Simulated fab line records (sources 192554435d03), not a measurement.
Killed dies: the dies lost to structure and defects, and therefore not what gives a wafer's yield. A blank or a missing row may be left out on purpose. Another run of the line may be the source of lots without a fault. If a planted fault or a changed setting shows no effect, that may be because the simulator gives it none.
fab line records	flow n5Finfet
record lots=7	wafers=39
route steps=1938 shown WELL_APT@26 FIN_SAQP@96 SD_EPI_N@269 DUMMY_REMOVAL@382 MOL_CONTACT_COAG@586 BEOL_M1@770 BEOL_M3@931 BEOL_M4@1059 BEOL_M5@1179 BEOL_M8@1377 BEOL_M10@1525 BEOL_M11@1552 BEOL_M14@1716 MIM_TOP_LITHO@1845 PASSIVATION@1936
startH: hours from the record's first day to the start of the lot's first wafer shown	waitH: hours from the lot's prior step to this one	" as in the row above	L1.1+2: several wafers, shown together as one row	- no value, or no start was given	* or withheld: withheld	< > ~ a bound
route shown NAME@n: a module of which the file shows steps, and the number in the route of the first	usual: mean/standard deviation of fault-free wafers	same: alike in all rows	chamber/n: place in a boat	sites: per-site readings	_std_site: standard deviation across them	_edge_site: mean of outer sites minus mean of inner sites	radiusMm: for every site, how far away it sits from the centre of the wafer	mask NAME#n: copy n	behind: the last tool/chamber to shape the wafer	hold: what put the lot on hold/how long, in hours/how the hold closed	device: names the non-switching transistor (n, p or np)	end of line: tests run on the same wafers once the route is complete	where a step has no rows: the recipe by itself	killed: dies that structure and defects cost at the first sort, which is not the same as the wafer's yield	map: shows each die of a wafer: x if killed, . if not, _ if none is there
set.NAME: the run value of the setting; set.NAME@STEP: its run value at that earlier step	model.NAME: the simulator's own value behind a step, which no gauge read
lots run with intentionally changed settings; tables by step, rows by wafer
## steps
# step N5_WELL_APT_DEVELOP_07
# recipe developTimeS=45	rinseLiquid=surfactantRinse	dry=airSpin	devTempC=21
# step N5_FIN_SAQP_HM_DEP_03
# recipe material=SiNx	targetThkA=380	tempC=400	precursor=SiH4/NH3/N2	pressureTorr=1.5	rfW=300	timeS=33.6
# step N5_SD_EPI_N_DEVELOP_08
# recipe developTimeS=30	developer=TMAH	resist=CAR-ArF-block	devTempC=23	rinseLiquid=diw	dry=airSpin
# step N5_DUMMY_REMOVAL_PRECLEAN_08
# recipe chemistry=NF3:NH3	afsCycles=2	tempC=30	timeS=20	sublimationTempC=180	sublimationTimeS=60	pressureTorr=3	rfPowerW=30
# step N5_MOL_CONTACT_COAG_VIA_ETCH_46
# recipe chemistry=C4F6/O2	targetDepthA=460	overetchA=92	maskMaterial=SOC	target=SiO2	biasW=455	pressureMtorr=10	timeS=40	sourceW=325	Ar_flow_sccm=300	C4F6_flow_sccm=10	O2_flow_sccm=10	ionEnergyEv=575.3	ends=endPoint
# step N5_BEOL_M1_ETCH_64
# recipe chemistry=N2/H2	target=SOC	targetDepthA=750	overetchA=150	maskMaterial=SiARC	tempC=40	timeS=112.5	ionEnergyEv=200	pressureMtorr=30	sourceW=840	biasW=150	n2FlowSccm=200	h2FlowSccm=200
# step N5_BEOL_M3_ILD_DEP_00
# recipe material=SiOC	targetThkA=790	tempC=350	precursor=DEMS/O2	pressureTorr=5	rfW=500	timeS=15.3
# step N5_BEOL_M4_DESCUM_33
# recipe chemistry=O2	timeS=7	sourcePowerW=50	biasPowerW=20	pressureMtorr=20	rfFrequencyHz=2.712e+07	tempC=40	resist=CAR-EUV	o2FlowSccm=225
# step N5_BEOL_M5_SPUTTER_83
# recipe material=Cu	targetThkA=150	tempC=-20	chamberPressurePa=0.07	powerW=withheld	timeS=27.62
# step N5_BEOL_M8_TRENCH_ETCH_37
# recipe chemistry=C4F6/O2	targetDepthA=934.78	target=SiCOH_lowk	timeS=31.2	ionEnergyEv=250	pressureMtorr=30	sourceW=345	biasW=185	Ar_flow_sccm=300	C4F6_flow_sccm=10	O2_flow_sccm=10
# step N5_BEOL_M10_SURFACE_TREAT_76
# recipe gas=Ar	timeS=*	ionEnergyEv=*	ionCurrentMaCm2=0.5	pressureMtorr=*	arFlowSccm=30
# step N5_BEOL_M11_DESCUM_16
# recipe chemistry=O2	timeS=7.9	sourcePowerW=50	biasPowerW=20	pressureMtorr=20	rfFrequencyHz=2.712e+07	tempC=40	resist=CAR-ArF	o2FlowSccm=225
# step N5_BEOL_M14_ILD_DEP_00
# recipe material=SiO2	targetThkA=11193	tempC=400	precursor=TEOS/O2	pressureTorr=6.5	rfW=900	teosFlowSccm=161.4	gas=O2	flowSccm=2650	timeS=237.4
# step N5_MIM_TOP_LITHO_DEVELOP_07
# recipe developTimeS=60	rinseLiquid=diw	dry=airSpin	devTempC=21
# step N5_PASSIVATION_PROBE_49
# usual killed_at_M0_to_M3=33/11	killedAtContacts=11/7.3	killedDies=106/17	killedOnRim=14/3.8
lot.wafer	tool	chamber	startH	waitH	set.developTimeS@WELL_APT_DEVELOP_07	set.timeS@FIN_SAQP_HM_DEP_03	set.developTimeS@SD_EPI_N_DEVELOP_08	set.timeS@DUMMY_REMOVAL_PRECLEAN_08	set.targetDepthA@MOL_CONTACT_COAG_VIA_ETCH_46	set.timeS@BEOL_M1_ETCH_64	set.targetThkA@BEOL_M3_ILD_DEP_00	set.timeS@BEOL_M4_DESCUM_33	set.timeS@BEOL_M5_SPUTTER_83	set.targetDepthA@BEOL_M8_TRENCH_ETCH_37	set.timeS@BEOL_M10_SURFACE_TREAT_76	set.timeS@BEOL_M11_DESCUM_16	set.timeS@BEOL_M14_ILD_DEP_00	set.developTimeS@MIM_TOP_LITHO_DEVELOP_07	killed_at_M0_to_M3	killedAtContacts	killedDies	killedOnRim
L077.1	prober-02	-	326.84	0.0	45	33.6	30	20	460	112.5	790	7	27.62	934.78	*	7.9	237.4	60	29	8	123	14
L077.3	prober-02	-	326.94	0.1	45	33.6	30	20	460	112.5	790	7	27.62	934.78	*	7.9	237.4	60	44	9	101	16
L077.6	prober-02	-	327.09	0.3	45	33.6	30	20	460	112.5	790	7	27.62	934.78	*	7.9	237.4	60	32	7	103	16
L085.1	prober-02	-	357.31	0.0	45	17.86	30	15.57	304.2	112.5	790	7	27.62	780.9	*	12.34	237.4	60	39	1064	1159	148
L085.2	prober-02	-	357.36	0.1	18.8	33.6	30	20	304.2	112.5	790	9.757	44.19	780.9	*	12.34	237.4	60	26	969	1042	102
L085.3	prober-02	-	357.41	0.1	45	17.86	30	15.57	460	112.5	790	9.757	27.62	934.78	*	12.34	237.4	26.83	28	8	111	18
L085.4	prober-02	-	357.46	0.2	45	33.6	30	20	460	112.5	790	7	27.62	934.78	*	7.9	237.4	60	34	4	129	18
L085.5	prober-02	-	357.51	0.2	18.8	33.6	30	15.57	304.2	112.5	790	7	44.19	934.78	*	7.9	237.4	26.83	42	1075	1179	151
L085.6	prober-02	-	357.56	0.3	18.8	17.86	30	20	460	112.5	790	9.757	44.19	780.9	*	7.9	237.4	26.83	41	7	133	16
L087.1	prober-02	-	384.28	0.0	37.02	33.6	30	26.26	460	150.9	790	9.909	41.85	1469	*	4.474	237.4	24.12	30	6	818	151
L087.2	prober-02	-	384.33	0.1	37.02	33.6	30	20	460	150.9	790	7	27.62	934.78	*	4.474	237.4	24.12	47	10	121	17
L087.3	prober-02	-	384.38	0.1	45	33.6	30	26.26	460	112.5	790	7	41.85	1469	*	7.9	237.4	60	27	17	903	81
L087.4	prober-02	-	384.43	0.2	37.02	33.6	30	20	460	112.5	1161	7	41.85	934.78	*	7.9	237.4	24.12	1107	15	1180	152
L087.5	prober-02	-	384.48	0.2	45	33.6	30	26.26	460	112.5	1161	9.909	27.62	934.78	*	7.9	237.4	60	1109	13	1180	152
L087.6	prober-02	-	384.53	0.3	45	33.6	30	20	460	150.9	1161	9.909	27.62	1469	*	4.474	237.4	60	1100	18	1180	152
L090.1	prober-01	-	403.89	0.0	23.7	33.6	30	29.43	460	112.5	790	9.524	14.52	934.78	*	3.497	105.7	60	35	1	1180	152
L090.2	prober-01	-	403.94	0.1	45	33.6	30	20	460	57.72	790	9.524	14.52	934.78	*	7.9	237.4	29.81	1118	10	1180	152
L090.3	prober-01	-	403.99	0.1	45	33.6	30	29.43	460	57.72	790	7	27.62	934.78	*	3.497	237.4	29.81	1128	14	1180	152
L090.4	prober-01	-	404.04	0.2	23.7	33.6	30	20	460	112.5	790	7	14.52	934.78	*	7.9	105.7	60	30	3	1180	152
L090.5	prober-01	-	404.09	0.2	45	33.6	30	20	460	112.5	790	7	27.62	934.78	*	7.9	237.4	60	20	1	79	12
L090.6	prober-01	-	404.14	0.3	23.7	33.6	30	29.43	460	57.72	790	9.524	27.62	934.78	*	3.497	105.7	29.81	1110	2	1180	152
L095.1	prober-02	-	430.29	0.0	25.64	33.6	30	25.47	460	112.5	1237	9.308	34.83	934.78	*	5.504	237.4	26.43	1121	8	1180	152
L095.2	prober-02	-	430.34	0.1	25.64	49.41	17.47	25.47	460	112.5	790	7	34.83	934.78	*	7.9	365.1	60	46	5	124	18
L095.3	prober-02	-	430.39	0.1	25.64	33.6	30	20	460	112.5	790	7	27.62	934.78	*	5.504	365.1	60	48	1	111	21
L095.4	prober-02	-	430.44	0.2	45	49.41	30	25.47	460	112.5	1237	7	27.62	1127	*	7.9	237.4	26.43	1099	13	1180	152
L095.5	prober-02	-	430.49	0.2	45	49.41	17.47	20	460	112.5	1237	9.308	34.83	1127	*	7.9	365.1	26.43	1108	9	1180	152
L095.6	prober-02	-	430.54	0.3	45	33.6	17.47	20	460	112.5	790	9.308	27.62	1127	*	5.504	237.4	60	35	4	94	15
L093.1	prober-01	-	444.58	0.0	45	33.6	30	20	252.2	112.5	790	7	27.62	934.78	*	7.9	237.4	60	38	1093	1180	152
L093.2	prober-01	-	444.63	0.1	45	33.6	30	20	460	112.5	1216	7	27.62	1101	*	6.265	171.1	60	1132	4	1180	152
L093.3	prober-01	-	444.68	0.1	45	33.6	30	20	252.2	137	790	10.42	27.62	1101	*	7.9	171.1	78.81	44	1089	1180	152
L093.4	prober-01	-	444.73	0.2	45	33.6	30	20	460	112.5	1216	10.42	42.84	934.78	*	6.265	237.4	60	1133	4	1180	152
L093.5	prober-01	-	444.78	0.2	45	33.6	30	20	252.2	137	1216	7	42.84	934.78	*	7.9	171.1	78.81	33	1100	1180	152
L093.6	prober-01	-	444.83	0.3	45	33.6	30	20	460	137	790	10.42	42.84	1101	*	6.265	237.4	78.81	43	15	120	13
L097.1	prober-01	-	450.79	0.0	64.22	33.6	41.64	20	460	112.5	790	7	27.62	934.78	*	4.317	237.4	60	24	17	111	14
L097.2	prober-01	-	450.84	0.1	64.22	33.6	30	20	460	138.6	1185	7	41.96	934.78	*	4.317	237.4	60	1085	20	1180	152
L097.3	prober-01	-	450.89	0.1	45	33.6	41.64	20	460	112.5	1185	7	41.96	934.78	*	7.9	164.8	60	1115	6	1180	152
L097.4	prober-01	-	450.94	0.2	64.22	33.6	30	20	460	112.5	790	7	27.62	934.78	*	7.9	237.4	60	37	27	125	13
L097.5	prober-01	-	450.99	0.2	45	33.6	41.64	20	460	138.6	790	7	41.96	934.78	*	4.317	164.8	60	17	15	91	11
L097.6	prober-01	-	451.04	0.3	45	33.6	30	20	460	138.6	1185	7	27.62	934.78	*	7.9	164.8	60	1081	17	1180	152
# killed by level:class
L077.1 STI_FIN_REVEAL:geometricParticle:open=37 BEOL_M1:geometricParticle:open=12 FIN_SAQP:geometricParticle:open=11 FIN_SAQP:geometricParticle:short=9 MOL_CONTACT_COAG:geometricParticle:open=8 BEOL_M0_SAQP:geometricParticle:open=6 BEOL_M4:geometricParticle:open=4 STI_FIN_REVEAL:geometricParticle:short=4
L077.3 BEOL_M1:geometricParticle:open=12 BEOL_M0_SAQP:geometricParticle:open=10 BEOL_M0_SAQP:geometricParticle:short=7 STI_FIN_REVEAL:geometricParticle:open=6 MOL_CONTACT_COAG:geometricParticle:open=6 DUMMY_GATE:geometricParticle:open=5 BEOL_M0:geometricParticle:open=5 BEOL_M4:geometricParticle:open=5
L077.6 FIN_SAQP:geometricParticle:open=13 BEOL_M1:geometricParticle:open=9 BEOL_M0_SAQP:geometricParticle:open=8 MOL_CONTACT_COAG:geometricParticle:open=6 BEOL_M2:geometricParticle:open=6 FIN_SAQP:geometricParticle:short=5 GATE_CUT:geometricParticle:short=5 STARTING-WAFER:geometricParticle:short=5
L085.1 MOL_CONTACT_COAG:areaEtch=1054 STI_FIN_REVEAL:geometricParticle:open=10 MOL_CONTACT_COAG:geometricParticle:open=9 BEOL_M0_SAQP:geometricParticle:short=9 BEOL_M0_SAQP:geometricParticle:open=9 BEOL_M4:geometricParticle:open=7 FIN_SAQP:geometricParticle:open=6 DUMMY_GATE:geometricParticle:open=6
L085.2 MOL_CONTACT_COAG:areaEtch=955 MOL_CONTACT_COAG:geometricParticle:open=11 FIN_SAQP:geometricParticle:short=7 GATE_CUT:geometricParticle:short=7 BEOL_M0_SAQP:geometricParticle:short=6 BEOL_M0_SAQP:geometricParticle:open=6 BEOL_M2:geometricParticle:open=5 BEOL_M3:geometricParticle:open=5
L085.3 FIN_SAQP:geometricParticle:short=13 FIN_SAQP:geometricParticle:open=12 STI_FIN_REVEAL:geometricParticle:open=7 MOL_CONTACT_COAG:geometricParticle:open=7 BEOL_M0:geometricParticle:open=7 ILD0:geometricParticle:open=6 BEOL_M0_SAQP:geometricParticle:short=6 PASS1_CAP:geometricParticle:open=6
L085.4 GATE_CUT:geometricParticle:short=14 FIN_SAQP:geometricParticle:short=12 BEOL_M4:geometricParticle:open=12 FIN_SAQP:geometricParticle:open=11 BEOL_M0_SAQP:geometricParticle:open=9 HKMG_FIN:areaEtch=7 STI_FIN_REVEAL:geometricParticle:open=6 BEOL_M1:geometricParticle:open=6
L085.5 MOL_CONTACT_COAG:areaEtch=1069 FIN_SAQP:geometricParticle:short=17 BEOL_M0_SAQP:geometricParticle:open=13 FIN_SAQP:geometricParticle:open=12 BEOL_M0_SAQP:geometricParticle:short=8 DUMMY_GATE:geometricParticle:open=7 MOL_CONTACT_COAG:geometricParticle:open=6 BEOL_M3:geometricParticle:open=6
L085.6 FIN_SAQP:geometricParticle:short=20 BEOL_M0_SAQP:geometricParticle:open=12 FIN_SAQP:geometricParticle:open=10 BEOL_M2:geometricParticle:open=10 BEOL_M4:geometricParticle:open=9 DUMMY_GATE:geometricParticle:open=6 GATE_CUT:geometricParticle:short=5 MOL_CONTACT_COAG:geometricParticle:open=5
L087.1 BEOL_M8:areaEtch=720 STI_FIN_REVEAL:geometricParticle:open=17 FIN_SAQP:geometricParticle:open=14 FIN_SAQP:geometricParticle:short=8 BEOL_M0_SAQP:geometricParticle:short=8 BEOL_M0_SAQP:geometricParticle:open=6 MOL_CONTACT_COAG:geometricParticle:open=5 BEOL_M1:geometricParticle:open=5
L087.2 BEOL_M0_SAQP:geometricParticle:open=20 BEOL_M0_SAQP:geometricParticle:short=19 STI_FIN_REVEAL:geometricParticle:open=18 FIN_SAQP:geometricParticle:open=17 MOL_CONTACT_COAG:geometricParticle:open=10 FIN_SAQP:geometricParticle:short=7 HKMG_FIN:areaEtch=4 GATE_CUT:geometricParticle:short=3
L087.3 BEOL_M8:areaEtch=805 BEOL_M0_SAQP:geometricParticle:short=14 MOL_CONTACT_COAG:geometricParticle:open=14 STI_FIN_REVEAL:geometricParticle:open=11 FIN_SAQP:geometricParticle:open=10 FIN_SAQP:geometricParticle:short=5 STI_FIN_REVEAL:geometricParticle:short=4 DUMMY_GATE:geometricParticle:open=4
L087.4 BEOL_M3:areaDep=1086 MOL_CONTACT_COAG:geometricParticle:open=13 FIN_SAQP:geometricParticle:open=10 STI_FIN_REVEAL:geometricParticle:open=10 FIN_SAQP:geometricParticle:short=6 BEOL_M1:geometricParticle:open=6 BEOL_M0_SAQP:geometricParticle:short=5 STI_FIN_REVEAL:geometricParticle:short=4
L087.5 BEOL_M3:areaDep=1065 STI_FIN_REVEAL:geometricParticle:open=15 BEOL_M0_SAQP:geometricParticle:open=13 BEOL_M0_SAQP:geometricParticle:short=12 MOL_CONTACT_COAG:geometricParticle:open=11 FIN_SAQP:geometricParticle:open=10 BEOL_M1:geometricParticle:open=7 BEOL_M1:geometricParticle:short=5
L087.6 BEOL_M3:areaDep=1071 MOL_CONTACT_COAG:geometricParticle:open=15 BEOL_M4:geometricParticle:open=9 BEOL_M2:geometricParticle:open=8 STI_FIN_REVEAL:geometricParticle:open=6 BEOL_M0_SAQP:geometricParticle:open=6 HKMG_FIN:areaEtch=6 FIN_SAQP:geometricParticle:short=5
L090.1 BEOL_M14:areaDep=1058 STI_FIN_REVEAL:geometricParticle:open=24 BEOL_M1:geometricParticle:open=15 STI_FIN_REVEAL:geometricParticle:short=7 HKMG_FIN:areaEtch=7 BEOL_M3:geometricParticle:open=6 STARTING-WAFER:geometricParticle:short=6 BEOL_M5:interfaceVoidOpened=6
L090.2 BEOL_M1:areaEtch=1086 STI_FIN_REVEAL:geometricParticle:open=11 MOL_CONTACT_COAG:geometricParticle:open=9 BEOL_M0_SAQP:geometricParticle:open=9 BEOL_M0_SAQP:geometricParticle:short=6 BEOL_M2:geometricParticle:open=5 STARTING-WAFER:geometricParticle:short=5 STI_FIN_REVEAL:geometricParticle:short=4
L090.3 BEOL_M1:areaEtch=1101 MOL_CONTACT_COAG:geometricParticle:open=8 BEOL_M1:geometricParticle:open=8 BEOL_M3:geometricParticle:open=7 MOL_CONTACT_COAG:geometricParticle:short=4 BEOL_M0_SAQP:geometricParticle:open=4 BEOL_M2:geometricParticle:open=4 STI_FIN_REVEAL:geometricParticle:open=3
L090.4 BEOL_M14:areaDep=1086 STI_FIN_REVEAL:geometricParticle:open=20 BEOL_M1:geometricParticle:open=7 BEOL_M3:geometricParticle:open=6 DUMMY_GATE:geometricParticle:open=5 BEOL_M2:geometricParticle:open=5 GATE_CUT:geometricParticle:short=4 BEOL_M0_SAQP:geometricParticle:open=4
L090.5 STI_FIN_REVEAL:geometricParticle:open=7 BEOL_M0_SAQP:geometricParticle:open=7 DUMMY_GATE:geometricParticle:open=6 HKMG_FIN:areaEtch=6 BEOL_M4:geometricParticle:open=5 GATE_CUT:geometricParticle:short=4 BEOL_M3:geometricParticle:short=4 BEOL_M5:geometricParticle:open=4
L090.6 BEOL_M1:areaEtch=1071 STI_FIN_REVEAL:geometricParticle:open=13 BEOL_M3:geometricParticle:open=10 GATE_CUT:geometricParticle:short=9 BEOL_M4:geometricParticle:open=8 ILD0:geometricParticle:open=7 BEOL_M0_SAQP:geometricParticle:open=7 BEOL_M2:geometricParticle:open=7
L095.1 BEOL_M3:areaDep=1094 BEOL_M4:geometricParticle:open=9 BEOL_M2:geometricParticle:open=8 STI_FIN_REVEAL:geometricParticle:open=6 DUMMY_GATE:geometricParticle:open=6 BEOL_M3:geometricParticle:open=6 MOL_CONTACT_COAG:geometricParticle:open=6 FIN_SAQP:geometricParticle:short=4
L095.2 BEOL_M4:geometricParticle:open=17 BEOL_M2:geometricParticle:open=12 FIN_SAQP:geometricParticle:short=10 BEOL_M0_SAQP:geometricParticle:open=9 FIN_SAQP:geometricParticle:open=8 STI_FIN_REVEAL:geometricParticle:open=6 BEOL_M4:geometricParticle:short=6 BEOL_M0_SAQP:geometricParticle:short=6
L095.3 BEOL_M0_SAQP:geometricParticle:short=17 BEOL_M2:geometricParticle:open=14 DUMMY_GATE:geometricParticle:open=10 FIN_SAQP:geometricParticle:short=8 BEOL_M4:geometricParticle:open=8 BEOL_M0_SAQP:geometricParticle:open=7 FIN_SAQP:geometricParticle:open=5 HKMG_FIN:areaEtch=5
L095.4 BEOL_M3:areaDep=1081 FIN_SAQP:geometricParticle:short=13 MOL_CONTACT_COAG:geometricParticle:open=11 BEOL_M4:geometricParticle:open=9 STI_FIN_REVEAL:geometricParticle:open=8 GATE_CUT:geometricParticle:short=6 STARTING-WAFER:geometricParticle:open=4 BEOL_M3:geometricParticle:open=4
L095.5 BEOL_M3:areaDep=1077 FIN_SAQP:geometricParticle:short=8 MOL_CONTACT_COAG:geometricParticle:open=8 BEOL_M0_SAQP:geometricParticle:short=8 BEOL_M0_SAQP:geometricParticle:open=7 FIN_SAQP:geometricParticle:open=5 GATE_CUT:geometricParticle:short=5 GATE_CUT:geometricParticle:open=5
L095.6 FIN_SAQP:geometricParticle:short=17 BEOL_M0_SAQP:geometricParticle:open=9 FIN_SAQP:geometricParticle:open=7 BEOL_M2:geometricParticle:open=7 STI_FIN_REVEAL:geometricParticle:open=6 DUMMY_GATE:geometricParticle:open=6 BEOL_M5:geometricParticle:open=5 BEOL_M4:geometricParticle:open=4
L093.1 MOL_CONTACT_COAG:areaEtch=1079 MOL_CONTACT_COAG:geometricParticle:open=13 BEOL_M0_SAQP:geometricParticle:open=13 BEOL_M0_SAQP:geometricParticle:short=10 BEOL_M3:geometricParticle:open=6 MIM_TOP_ETCH:geometricParticle:short=6 STI_FIN_REVEAL:geometricParticle:open=5 BEOL_M0:geometricParticle:short=5
L093.2 BEOL_M3:areaDep=1097 BEOL_M1:geometricParticle:open=12 BEOL_M0_SAQP:geometricParticle:short=11 STI_FIN_REVEAL:geometricParticle:open=7 BEOL_M0_SAQP:geometricParticle:open=5 STARTING-WAFER:geometricParticle:short=4 FIN_SAQP:geometricParticle:short=3 FIN_SAQP:geometricParticle:open=3
L093.3 MOL_CONTACT_COAG:areaEtch=1074 MOL_CONTACT_COAG:geometricParticle:open=14 BEOL_M0_SAQP:geometricParticle:open=13 GATE_CUT:geometricParticle:short=11 BEOL_M3:geometricParticle:open=8 BEOL_M0_SAQP:geometricParticle:short=7 BEOL_M1:geometricParticle:open=4 BEOL_M0:geometricParticle:open=4
L093.4 BEOL_M3:areaDep=1090 BEOL_M0_SAQP:geometricParticle:short=9 BEOL_M0_SAQP:geometricParticle:open=8 BEOL_M1:geometricParticle:open=7 BEOL_M4:geometricParticle:open=7 BEOL_M2:geometricParticle:open=6 STI_FIN_REVEAL:geometricParticle:open=4 BEOL_M3:geometricParticle:open=4
L093.5 MOL_CONTACT_COAG:areaEtch=1094 STI_FIN_REVEAL:geometricParticle:open=15 BEOL_M0_SAQP:geometricParticle:open=9 BEOL_M0_SAQP:geometricParticle:short=7 STI_FIN_REVEAL:geometricParticle:short=5 BEOL_M4:geometricParticle:open=5 MOL_CONTACT_COAG:geometricParticle:short=4 BEOL_M2:geometricParticle:open=4
L093.6 MOL_CONTACT_COAG:geometricParticle:open=13 BEOL_M0_SAQP:geometricParticle:open=13 BEOL_M0_SAQP:geometricParticle:short=11 BEOL_M4:geometricParticle:open=9 STI_FIN_REVEAL:geometricParticle:open=8 FIN_SAQP:geometricParticle:open=7 GATE_CUT:geometricParticle:short=7 BEOL_M1:geometricParticle:open=7
L097.1 MOL_CONTACT_COAG:geometricParticle:open=16 FIN_SAQP:geometricParticle:short=9 BEOL_M4:geometricParticle:open=8 BEOL_M5:geometricParticle:open=7 FIN_SAQP:geometricParticle:open=5 STI_FIN_REVEAL:geometricParticle:open=5 BEOL_M0_SAQP:geometricParticle:open=5 BEOL_M0_SAQP:geometricParticle:short=5
L097.2 BEOL_M3:areaDep=1066 MOL_CONTACT_COAG:geometricParticle:open=15 BEOL_M4:geometricParticle:open=11 FIN_SAQP:geometricParticle:open=8 FIN_SAQP:geometricParticle:short=7 BEOL_M5:geometricParticle:open=7 BEOL_M3:geometricParticle:open=6 STARTING-WAFER:geometricParticle:short=6
L097.3 BEOL_M3:areaDep=1087 BEOL_M2:geometricParticle:open=8 BEOL_M5:geometricParticle:open=8 BEOL_M0_SAQP:geometricParticle:open=7 STI_FIN_REVEAL:geometricParticle:open=6 BEOL_M0_SAQP:geometricParticle:short=5 BEOL_M4:geometricParticle:open=5 FIN_SAQP:geometricParticle:short=4
L097.4 MOL_CONTACT_COAG:geometricParticle:open=17 BEOL_M2:geometricParticle:open=12 MOL_CONTACT_COAG:geometricParticle:short=10 FIN_SAQP:geometricParticle:open=7 ILD0:geometricParticle:open=6 BEOL_M0_SAQP:geometricParticle:open=5 BEOL_M0_SAQP:geometricParticle:short=5 BEOL_M3:geometricParticle:open=5
L097.5 MOL_CONTACT_COAG:geometricParticle:open=13 STI_FIN_REVEAL:geometricParticle:open=9 HKMG_FIN:areaEtch=6 GATE_CUT:geometricParticle:short=5 BEOL_M0_SAQP:geometricParticle:open=4 FIN_SAQP:geometricParticle:open=4 BEOL_M1:geometricParticle:open=4 BEOL_M2:geometricParticle:open=4
L097.6 BEOL_M3:areaDep=1046 BEOL_M2:geometricParticle:open=10 FIN_SAQP:geometricParticle:open=9 MOL_CONTACT_COAG:geometricParticle:short=9 FIN_SAQP:geometricParticle:short=8 MOL_CONTACT_COAG:geometricParticle:open=8 BEOL_M0_SAQP:geometricParticle:open=8 BEOL_M5:geometricParticle:open=8
## key
split step=N5_WELL_APT_DEVELOP_07	setting=developTimeS	statedAs=45
response none clear
split step=N5_FIN_SAQP_HM_DEP_03	setting=timeS	statedAs=33.6
response none clear
split step=N5_SD_EPI_N_DEVELOP_08	setting=developTimeS	statedAs=30
response none clear
split step=N5_DUMMY_REMOVAL_PRECLEAN_08	setting=timeS	statedAs=20
response none clear
split step=N5_MOL_CONTACT_COAG_VIA_ETCH_46	setting=targetDepthA	statedAs=460
response step=N5_PASSIVATION_PROBE_49	reading=killedAtContacts	slope=-26.4	per=1%	togetherWith=all	explained=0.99
response step=N5_PASSIVATION_PROBE_49	reading=killedDies	slope=-22.5	per=1%	togetherWith=all	explained=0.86
response step=N5_PASSIVATION_PROBE_49	reading=killedOnRim	slope=-2.91	per=1%	togetherWith=all	explained=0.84
split step=N5_BEOL_M1_ETCH_64	setting=timeS	statedAs=112.5
response none clear
split step=N5_BEOL_M3_ILD_DEP_00	setting=targetThkA	statedAs=790
response step=N5_PASSIVATION_PROBE_49	reading=killed_at_M0_to_M3	slope=+19	per=1%	togetherWith=all	explained=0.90
response step=N5_PASSIVATION_PROBE_49	reading=killedDies	slope=+17.7	per=1%	togetherWith=all	explained=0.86
response step=N5_PASSIVATION_PROBE_49	reading=killedOnRim	slope=+2.27	per=1%	togetherWith=all	explained=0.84
split step=N5_BEOL_M4_DESCUM_33	setting=timeS	statedAs=7
response none clear
split step=N5_BEOL_M5_SPUTTER_83	setting=timeS	statedAs=27.62
response none clear
split step=N5_BEOL_M8_TRENCH_ETCH_37	setting=targetDepthA	statedAs=934.78
response none clear
split step=N5_BEOL_M10_SURFACE_TREAT_76	setting=timeS	statedAs=*
response none clear
split step=N5_BEOL_M11_DESCUM_16	setting=timeS	statedAs=7.9
response none clear
split step=N5_BEOL_M14_ILD_DEP_00	setting=timeS	statedAs=237.4
response none clear
split step=N5_MIM_TOP_LITHO_DEVELOP_07	setting=developTimeS	statedAs=60
response none clear
